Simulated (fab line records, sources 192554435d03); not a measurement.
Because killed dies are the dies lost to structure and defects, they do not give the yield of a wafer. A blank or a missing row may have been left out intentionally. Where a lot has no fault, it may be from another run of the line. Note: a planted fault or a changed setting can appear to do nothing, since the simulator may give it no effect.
fab line records    flow n5Finfet
[record] lots = 4  wafers = 12  lastDay = 21
route steps=1938 shown BEOL_M4@1105 BEOL_M5@1112
lots with no fault: from the same line, run without faults
startH: hours from the record's opening day to when the first of the lot's shown wafers began    waitH: hours from the lot's prior step to this one    " identical to the entry in the row above    L1.1+2: a single row standing in for several wafers    - no value, or no start was given    * or withheld: withheld    < > ~ a bound
route shown NAME@n: names a module that has steps shown in the file, with the first one's number in the route    usual: mean/standard deviation taken from wafers without a fault    same: alike in all rows    chamber/n: place in a boat    sites: per-site readings    _std_site: their standard deviation    _edge_site: the outer-site mean with the inner-site mean subtracted    radiusMm: for every site, how far away it sits from the centre of the wafer    mask NAME#n: copy n    behind: the tool/chamber that last shaped the wafer    hold: what put the lot on hold/how long, in hours/how the hold closed    device: transistor that didn't switch, given as n, p or np    end of line: at the end of the route, the tests of the same wafers    for a step that has no rows: nothing shown but its recipe    killed: count of dies lost to structure and defects at first sort (not the wafer's yield)    map: a wafer's dies, x killed, . not, _ none there
set.NAME: the setting as run; set.NAME@STEP: as run at that earlier step    model.NAME: the simulator's own value behind a step, which no gauge read
certain route steps with their lots: each step a table, each wafer a row
services: the hour from which a tool's chamber was out of use, counted from the record's first day as startH (under 0 if before that day), plus the number of hours and why
[[steps]]
[step N5_BEOL_M4_PRE_CLEAN_60]
[recipe] gas = NH3/H2  timeS = 15  tempC = *  rfPowerW = 300
[step N5_BEOL_M4_CO_CAP_55]
[recipe] material = Co  targetThkA = 20  tempC = 200  precursor = CCTBA/H2  pressureTorr = 30  timeS = 102.1
[step N5_BEOL_M4_PRE_CLEAN_56]
[recipe] gas = NH3  timeS = 15  tempC = withheld  rfPowerW = 300
[step N5_BEOL_M4_DEP_57]
[recipe] material = SiCN  targetThkA = 80  tempC = withheld  precursor = 3MS/NH3  pressureTorr = 3  rfW = 202  timeS = 14
[step N5_BEOL_M5_ILD_DEP_00]
[recipe] material = SiCOH_lowk  targetThkA = 1406.4  tempC = 300  precursor = DEMS/porogen  pressureTorr = 5  rfW = 500  timeS = 25.9
[step N5_BEOL_M5_CURE_79]
[recipe] tempC = 385  timeS = 240  ambient = He/Ar  material = SiCOH_lowk
[step N5_BEOL_M5_PECVD_70]
[recipe] material = SiO2  targetThkA = 160  tempC = 400  precursor = TEOS/O2  pressureTorr = 5.5  rfW = 450  teosFlowSccm = 53.8  gas = O2  flowSccm = 3000  timeS = 18
[step N5_BEOL_M5_HM_DEP_02]
[recipe] material = TiN  targetThkA = 200  tempC = 25  chamberPressurePa = 0.49996
[usual] throttleValvePct = 30.0/0.8
lot.wafer  tool           chamber  startH  waitH  throttleValvePct  model.TiN_of_BEOL_M5_HM_DEP_02.thkNm
L186.1     pvdSputter-01  -        262.98  1.5    29.1              20.4
L186.4     "              -        "       "      29.9              20
L186.6     "              -        "       "      29.6              20.4
L194.1     pvdSputter-02  -        320.43  1.4    30.6              20.6
L194.5     "              -        "       "      30.0              20.2
L194.6     "              -        "       "      29.4              19.8
L202.1     pvdSputter-01  -        390.10  0.0    29.2              20.2
L202.4     "              -        "       "      31.1              15.6
L202.5     "              -        "       "      29.3              20.2
L204.3     pvdSputter-01  -        392.32  1.6    31.1              15.4
L204.4     "              -        "       "      29.4              20.2
L204.5     "              -        "       "      31.4              15.6
[step N5_BEOL_M5_COAT_59]
[recipe] resist = SOC  tempC = 250  timeS = 60  spinRpm = 1500  resistThkNm = 60
[step N5_BEOL_M5_COAT_60]
[recipe] resist = SiARC  tempC = 220  timeS = 60  spinRpm = 1500  resistThkNm = 12
[step N5_BEOL_M5_COAT_71]
[recipe] resist = underlayer  tempC = 205  timeS = 60  spinRpm = 1500  resistThkNm = 5
[step N5_BEOL_M5_COAT_05]
[recipe] resist = CAR-EUV  spinRpm = 1500  resistThkNm = 30
[step N5_BEOL_M5_EBR_07]
[recipe] solvent = PGMEA  ebrWidthMm = 1.5
[step N5_BEOL_M5_SOFTBAKE_06]
[recipe] tempC = 110  timeS = 60  resist = CAR-EUV
[step N5_BEOL_M5_EXPOSE_08]
[recipe] maskId = M5  na = 0.33  sourceShape = annular  sigmaInner = 0.4  sigmaOuter = 0.8  polarization = unpolarized  targetCdNm = 28  doseMj = 35.75
[step N5_BEOL_M5_PEB_09]
[recipe] pebTempC = 100  pebTimeS = 60  resist = CAR-EUV
[step N5_BEOL_M5_DEVELOP_10]
[recipe] developTimeS = 30  developer = TMAH  resist = CAR-EUV  rinseLiquid = surfactantRinse  dry = airSpin  devTempC = 23
[step N5_BEOL_M5_DESCUM_16]
[recipe] chemistry = O2  timeS = 7  sourcePowerW = 50  biasPowerW = 20  pressureMtorr = 20  rfFrequencyHz = 2.712e+07  tempC = 40  resist = CAR-EUV  o2FlowSccm = 225
[step N5_BEOL_M5_ETCH_72]
[recipe] chemistry = N2/H2  target = underlayer  targetDepthA = 65  maskMaterial = CAR-EUV  timeS = 5.2  ionEnergyEv = 200  pressureMtorr = 30  sourceW = 840  biasW = 150  n2FlowSccm = 200  h2FlowSccm = 200  ends = cleared
[step N5_BEOL_M5_ETCH_61]
[recipe] chemistry = CF4  target = SiARC  targetDepthA = 156  maskMaterial = CAR-EUV  timeS = 26  ionEnergyEv = 80  pressureMtorr = 40  sourceW = 545  biasW = 36  Ar_flow_sccm = 100  cf4FlowSccm = 100  ends = cleared
[step N5_BEOL_M5_ETCH_62]
[recipe] chemistry = N2/H2  target = SOC  targetDepthA = 750  overetchA = 150  maskMaterial = SiARC  tempC = 40  timeS = 112.5  ionEnergyEv = 200  pressureMtorr = 30  sourceW = 840  biasW = 150  n2FlowSccm = 200  h2FlowSccm = 200
[step N5_BEOL_M5_STRIP_63]
[recipe] chemistry = N2/H2  tempC = 40  n2FlowSccm = 200  h2FlowSccm = 200  rfFrequencyHz = 6e+07
[step N5_BEOL_M5_STRIP_73]
[recipe] chemistry = N2/H2  tempC = 40  n2FlowSccm = 200  h2FlowSccm = 200  rfFrequencyHz = 6e+07
[step N5_BEOL_M5_STRIP_64]
[recipe] chemistry = CF4  resist = SiARC  powerW = 300  biasPowerW = 75  pressureMtorr = 50  cf4FlowSccm = 150  rfFrequencyHz = 6e+07
[step N5_BEOL_M5_HM_OPEN_17]
[recipe] chemistry = Cl2/BCl3  targetDepthA = 200  overetchA = 60  target = TiN  maskMaterial = SOC  ionEnergyEv = 150  pressureMtorr = 10  icpW = 1000  biasW = 126  Cl2_flow_sccm = 53.25  bcl3FlowSccm = 21.75  Ar_flow_sccm = 25
[usual] drypumpMotorCurrentA = 6.2/0.43  oesProductAu = 0.73/0.05  throttleValvePct = 21.98/0.19
lot.wafer  tool         chamber  startH  waitH  drypumpMotorCurrentA  oesProductAu  rfHoursCounterH  throttleValvePct  model.etch.depthNm
L186.1     rieMetal-01  0        264.18  0.0    6.0                   0.75          12               21.98             20.49
L186.4     "            0        "       "      6.0                   0.76          -                22.02             20.1
L186.6     "            1        "       "      6.7                   0.83          -                22.36             20.45
L194.1     rieMetal-01  0        321.19  0.0    6.0                   0.75          16               22.00             20.54
L194.5     "            1        "       "      6.7                   0.80          -                22.38             20.18
L194.6     "            0        "       "      6.0                   0.73          -                22.03             19.81
L202.1     rieMetal-02  0        390.99  0.0    6.6                   0.73          17               21.87             20.23
L202.4     "            0        "       "      6.6                   0.63          -                22.00             15.58
L202.5     "            1        "       "      5.7                   0.72          -                21.98             20.18
L204.3     rieMetal-02  1        393.11  0.1    5.7                   0.62          -                22.15             15.39
L204.4     "            0        "       "      6.6                   0.72          -                21.87             20.11
L204.5     "            0        "       "      6.6                   0.63          -                22.00             15.57
[step N5_BEOL_M5_STRIP_19]
[recipe] chemistry = O2  powerW = 400  tempC = 40  pressureMtorr = 30  rfFrequencyHz = 6e+07  biasPowerW = 0  overashFraction = 0.2  o2FlowSccm = 225
[step N5_BEOL_M5_COAT_65]
[recipe] resist = SOC  tempC = 250  timeS = 60  spinRpm = 1500  resistThkNm = 60
[step N5_BEOL_M5_COAT_66]
[recipe] resist = SiARC  tempC = 220  timeS = 60  spinRpm = 1500  resistThkNm = 12
[step N5_BEOL_M5_COAT_74]
[recipe] resist = underlayer  tempC = 205  timeS = 60  spinRpm = 1500  resistThkNm = 5
[step N5_BEOL_M5_COAT_22]
[recipe] resist = CAR-EUV  spinRpm = 1500  resistThkNm = 30
[step N5_BEOL_M5_EBR_24]
[recipe] solvent = PGMEA  ebrWidthMm = 1.5
[step N5_BEOL_M5_SOFTBAKE_23]
[recipe] tempC = 110  timeS = 60  resist = CAR-EUV
[step N5_BEOL_M5_EXPOSE_25]
[recipe] maskId = V4  na = 0.33  sourceShape = quasar  sigmaInner = 0.2  sigmaOuter = 0.6  polarization = unpolarized  defocusNm = 10  doseMj = 52.75
[step N5_BEOL_M5_TRENCH_ETCH_37]
[recipe] chemistry = C4F6/O2  targetDepthA = 716.52  target = SiCOH_lowk  timeS = 24.7  ionEnergyEv = 250  pressureMtorr = 30  sourceW = 345  biasW = 185  Ar_flow_sccm = 300  C4F6_flow_sccm = 10  O2_flow_sccm = 10
[usual] C4F6_flow_sccm = 10.00/0.031  O2_flow_sccm = 10.00/0.031  drypumpMotorCurrentA = 5.6/0.47  oesProductAu = 0.79/0.087  rfVppV = 680/18  showerheadPlenumPTorr = 2.86/0.11  throttleValvePct = 20.92/0.2
lot.wafer  tool        chamber  startH  waitH  C4F6_flow_sccm  O2_flow_sccm  drypumpMotorCurrentA  oesProductAu  rfHoursCounterH  rfVppV  showerheadPlenumPTorr  throttleValvePct  model.TiN_of_BEOL_M5_HM_DEP_02.thkNm
L186.1     rieDiel-02  2        -       -      10.00           10.04         5.0                   0.69          234              658     2.90                   20.84             18.4
L186.4     "           3        "       "      9.96            10.01         5.7                   0.80          99               716     2.73                   21.07             18
L186.6     "           2        "       "      10.00           9.98          5.0                   0.69          -                659     2.90                   20.83             18.4
L194.1     rieDiel-02  1        -       -      10.04           10.03         6.4                   0.77          121              692     2.97                   20.83             18.4
L194.5     "           3        "       "      9.99            9.98          5.7                   0.79          -                716     2.72                   21.12             18
L194.6     "           0        "       "      9.98            10.03         4.8                   0.92          -                689     3.00                   21.03             17.6
L202.1     rieDiel-02  2        -       -      9.96            9.95          5.0                   0.89          19               657     2.89                   20.57             18.2
L202.4     "           3        "       "      10.02           9.91          5.7                   0.77          140              716     2.72                   21.15             13.4
L202.5     "           1        "       "      10.05           9.94          6.4                   0.75          -                693     2.96                   20.83             18.2
L204.3     rieDiel-06  1        -       -      10.00           10.04         5.6                   0.76          147              674     2.93                   20.56             13.2
L204.4     "           0        "       "      10.01           10.00         5.8                   0.72          190              684     2.82                   21.17             18
L204.5     "           3        "       "      9.98            10.04         6.0                   0.88          -                679     2.89                   20.97             13.4
[[services]]
tool         chamber  startH  hours  kind
rieDiel-02   0        239.75  -      clean
rieDiel-02   0        239.75  -      consumableReplace:focusRing
rieDiel-02   0        239.75  -      consumableReplace:showerhead
rieDiel-02   0        239.75  23.9   scheduledDown
rieDiel-02   0        239.75  23.9   ventCycle
rieDiel-06   -        246.41  0.3    repair
rieDiel-06   3        272.62  3.0    repair
rieMetal-02  -        279.95  11.8   repair
rieDiel-06   0        285.76  6.9    repair
rieDiel-06   2        292.73  -      clean
rieDiel-06   2        292.73  -      consumableReplace:focusRing
rieDiel-06   2        292.73  33.7   scheduledDown
rieDiel-06   2        292.73  33.7   ventCycle
rieDiel-02   2        317.30  -      clean
rieDiel-02   2        317.30  -      consumableReplace:focusRing
rieDiel-02   2        317.30  12.3   scheduledDown
rieDiel-02   2        317.30  12.3   ventCycle
rieMetal-02  0        324.89  7.6    repair
rieDiel-02   1        367.74  5.0    repair
[[key]]
firstSign none at tools or gauges
[modelEffect] step = N5_BEOL_M5_HM_DEP_02  value = TiN_of_BEOL_M5_HM_DEP_02.thkNm  without = 19.93  struck = 15.53
[modelEffect] step = N5_BEOL_M5_HM_OPEN_17  value = etch.depthNm  without = 19.93  struck = 15.51
[modelEffect] step = N5_BEOL_M5_TRENCH_ETCH_37  value = TiN_of_BEOL_M5_HM_DEP_02.thkNm  without = 17.73  struck = 13.33
metAt N5_BEOL_M5_HM_DEP_02
struckWafers L202.4,L204.3,L204.5
[fault] kind = processParameterDrift  tool = pvdSputter-01  chamber = -  onsetH = 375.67  steps = N5_BEOL_M5_HM_DEP_02  channel = targetThkA  offset = *  shape = step  endH = 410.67  actsIn = *  stated = *  scope = struckWafersOnly
